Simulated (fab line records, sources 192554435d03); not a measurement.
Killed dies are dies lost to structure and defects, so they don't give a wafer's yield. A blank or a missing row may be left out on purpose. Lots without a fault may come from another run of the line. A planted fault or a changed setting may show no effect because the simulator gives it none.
Which tool did it? | flow n5_finfet | 15 lots, 45 wafers sampled, at 4 steps of a route of 1938

WHAT THE GAUGES READ, wafer by wafer
N5_MIM_BOT_LITHO_OVL_MEAS_11.
lot  | measured     | on         | MIM_BOT_OVL (nm)
L977 | day 12 18:24 | overlay-02 | -2 -2 -1
L978 | day 13 15:20 | overlay-02 | 0 -5 -8
L979 | day 14 13:39 | overlay-02 | -3 -2 -6
L983 | day 15 11:51 | overlay-01 | -6 -14 -13
L984 | day 16 20:17 | overlay-01 | 1 -14 -9
L986 | day 18 03:17 | overlay-01 | -4 -3 -18
L987 | day 18 03:26 | overlay-02 | -12 -6 -15
L989 | day 18 19:22 | overlay-02 | -8 -13 -2
L990 | day 19 23:12 | overlay-01 | -3 -2 -12
L991 | day 19 23:14 | overlay-02 | -14 -17 -5
L100 | day 20 17:04 | overlay-02 | -12 -5 -17
L992 | day 21 14:34 | overlay-01 | - - -
L997 | day 21 19:47 | overlay-01 | - - -
L999 | day 21 22:02 | overlay-02 | - - -
L985 | day 22 01:43 | overlay-02 | -4 -8 -4

WHICH TOOL RAN EACH LOT (tool, then ch and the chambers of the sampled wafers, then the start)
lot  | N5_MIM_TOP_ALD_02                           | N5_MIM_TOP_DEGAS_04          | N5_MIM_BOT_LITHO_DEVELOP_07
L977 | ald_hk-01 ch 1,3, day 12 17:05 or earlier   | pvd_sputter-01, day 12 17:05 | litho_track-05 ch 0, day 12 18:15
L978 | ald_hk-02 ch 0,1, day 13 13:55 or earlier   | pvd_sputter-01, day 13 13:55 | litho_track-05 ch 0, day 13 15:12
L979 | ald_hk-02 ch 2,3, day 14 12:14 or earlier   | pvd_sputter-02, day 14 12:14 | litho_track-05 ch 0, day 14 13:31
L983 | ald_hk-01 ch 0,3, day 15 10:39 or earlier   | pvd_sputter-02, day 15 10:39 | litho_track-02 ch 0, day 15 11:43
L984 | ald_hk-03 ch 0,1,2, day 16 18:58 or earlier | pvd_sputter-03, day 16 18:58 | litho_track-04 ch 0, day 16 20:09
L986 | ald_hk-02 ch 0,1,2, day 18 01:56 or earlier | pvd_sputter-02, day 18 01:56 | litho_track-04 ch 0, day 18 03:08
L987 | ald_hk-03 ch 0,1,3, day 18 02:04 or earlier | pvd_sputter-02, day 18 02:04 | litho_track-05 ch 0, day 18 03:17
L989 | ald_hk-03 ch 0,2,3, day 18 18:02 or earlier | pvd_sputter-01, day 18 18:02 | litho_track-02 ch 0, day 18 19:13
L990 | ald_hk-02 ch 0,1,3, day 19 16:55 or earlier | pvd_sputter-02, day 19 16:55 | litho_track-05 ch 0, day 19 23:03
L991 | ald_hk-02 ch 0,1,2, day 19 21:35 or earlier | pvd_sputter-03, day 19 21:35 | litho_track-02 ch 0, day 19 23:05
L100 | ald_hk-01 ch 0,1,2, day 20 15:41 or earlier | pvd_sputter-02, day 20 15:41 | litho_track-02 ch 0, day 20 16:55
L992 | ald_hk-01 ch 0,1,2, day 21 13:21 or earlier | pvd_sputter-03, day 21 13:21 | litho_track-05, day 21 14:25
L997 | ald_hk-03 ch 2,3, day 21 18:19 or earlier   | pvd_sputter-01, day 21 18:19 | litho_track-05, day 21 19:38
L999 | ald_hk-03 ch 1,2,3, day 21 20:40 or earlier | pvd_sputter-03, day 21 20:40 | litho_track-02, day 21 21:53
L985 | ald_hk-01 ch 0,1, day 22 00:20 or earlier   | pvd_sputter-02, day 22 00:20 | litho_track-04 ch 0, day 22 01:34
- N5_MIM_TOP_ALD_02: deposits Al2O3, purge time 3 s, co reactant pulse time 3 s.
- N5_MIM_TOP_DEGAS_04: time 60 s.
- N5_MIM_BOT_LITHO_DEVELOP_07: develop time 60 s.

WHAT THE TOOLS THEMSELVES READ (means of the sampled wafers that have a number; where no wafer has one, the mark that the record gives instead)
N5_MIM_TOP_ALD_02.
lot  | tool      | precursor_pulse_height_rel
L977 | ald_hk-01 | 1.002
L978 | ald_hk-02 | 0.992
L979 | ald_hk-02 | 1.001
L983 | ald_hk-01 | 1.021
L984 | ald_hk-03 | 1.019
L986 | ald_hk-02 | 1.009
L987 | ald_hk-03 | 0.983
L989 | ald_hk-03 | 1.012
L990 | ald_hk-02 | 1.015
L991 | ald_hk-02 | 0.981
L100 | ald_hk-01 | 1.021
L992 | ald_hk-01 | 0.993
L997 | ald_hk-03 | 0.970
L999 | ald_hk-03 | 1.004
L985 | ald_hk-01 | 1.002

N5_MIM_TOP_DEGAS_04.
lot  | tool           | heater_power_w (W)
L977 | pvd_sputter-01 | 424
L978 | pvd_sputter-01 | 403
L979 | pvd_sputter-02 | 443
L983 | pvd_sputter-02 | 455
L984 | pvd_sputter-03 | 472
L986 | pvd_sputter-02 | 482
L987 | pvd_sputter-02 | 471
L989 | pvd_sputter-01 | 421
L990 | pvd_sputter-02 | 468
L991 | pvd_sputter-03 | 468
L100 | pvd_sputter-02 | 475
L992 | pvd_sputter-03 | 451
L997 | pvd_sputter-01 | 426
L999 | pvd_sputter-03 | 416
L985 | pvd_sputter-02 | 469

N5_MIM_BOT_LITHO_DEVELOP_07.
lot  | tool           | chill_plate_temp_C (C)
L977 | litho_track-05 | 22.91
L978 | litho_track-05 | 23.10
L979 | litho_track-05 | 23.02
L983 | litho_track-02 | 23.04
L984 | litho_track-04 | 22.94
L986 | litho_track-04 | 23.04
L987 | litho_track-05 | 23.03
L989 | litho_track-02 | 23.04
L990 | litho_track-05 | 23.08
L991 | litho_track-02 | 23.01
L100 | litho_track-02 | 22.92
L992 | litho_track-05 | -
L997 | litho_track-05 | -
L999 | litho_track-02 | -
L985 | litho_track-04 | 23.03

THE ANSWER, worked out from the rows above alone
Rule: what is usual is taken from the lots themselves. Put in order of their means at a reading, lots are off if they are a third of the lots or fewer, leave a main group of 4 or more, and stand apart from it by a gap of 3 or more times the standard deviation of the main group's means; of several such gaps the widest counts. A main group whose means are all the same, to the digits that the tables above print for the reading, isn't used. A lot without any number at a reading at which 4 lots or more have one is off too. The other lots that the step has rows for count as sound. The gauges are gone through in route order, then the tools' own readings, and for those a lot's mean is taken as printed above. The first step at which some lot is off is used, and at that step the reading that is off furthest; a lot without a number counts as furthest.
Off: L992, L997, L999, at N5_MIM_BOT_LITHO_OVL_MEAS_11 (MIM_BOT_OVL). Without a number there: L992, L997, L999. The main group: mean -7 nm, standard deviation 3.3.
A tool fits if, at a process step before that reading, it ran every lot that is off, and no sound lot after the first of them. The gauges at N5_MIM_BOT_LITHO_OVL_MEAS_11 aren't tried: what is off there is off at N5_MIM_BOT_LITHO_DEVELOP_07 too, on other tools, and a gauge's error can't cause that. N5_MIM_TOP_ALD_02 gives no start for some lots, so the hours and the order of its lots are those of N5_MIM_TOP_DEGAS_04. None of those tried fits.

WHAT THE SIMULATOR HAD PUT IN
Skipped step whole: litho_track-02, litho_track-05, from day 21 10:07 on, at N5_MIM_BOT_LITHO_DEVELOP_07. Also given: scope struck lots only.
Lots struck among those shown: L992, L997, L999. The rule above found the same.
